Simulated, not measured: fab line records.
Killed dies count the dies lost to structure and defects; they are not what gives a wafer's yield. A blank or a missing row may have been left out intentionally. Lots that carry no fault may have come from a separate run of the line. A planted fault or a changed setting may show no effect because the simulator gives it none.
Matching of chambers -- flow n5-finfet -- 3 sister chambers for N5_BEOL_M1_PRE_CLEAN_60 on cvd-co-02
The step time 15 s. 6 wafers are shown with their chamber, then 8 later ones without.

== EACH WAFER AND ITS CHAMBER ==
wafer,chamber,heater-power-w (W)
L077.3,0,94
L083.2,0,96
L084.6,1,111
L085.3,1,110
L085.6,2,58
L090.1,2,58

== WAFERS MISSING THEIR CHAMBER ==
wafer,heater-power-w (W)
L090.4,112
L090.5,98
L094.1,58
L094.2,96
L094.5,109
L097.2,58
L097.4,59
L097.5,113

== WHICH CHAMBER EACH ONE RAN IN ==
wafer,from the rows above,in truth
L090.4,1,1
L090.5,0,0
L094.1,2,2
L094.2,0,0
L094.5,1,1
L097.2,2,2
L097.4,2,2
L097.5,1,1
Correctly placed: 8 of 8. From these rows, 0 cannot be placed. 0 placed wrongly.
How it was worked out, from the rows above alone: a wafer's distance from a chamber is the root of the sum, over the readings, of the square of ((its reading less the chamber's mean) divided by the reading's scatter). The wafer belongs to the nearest chamber; if the next one is less than 2 further off, it can't be placed. The mean given for a chamber averages the wafers shown for that chamber. The scatter: the root of (the sum of the squares of (reading less its chamber's mean) over the shown wafers, divided by (wafers less chambers)).
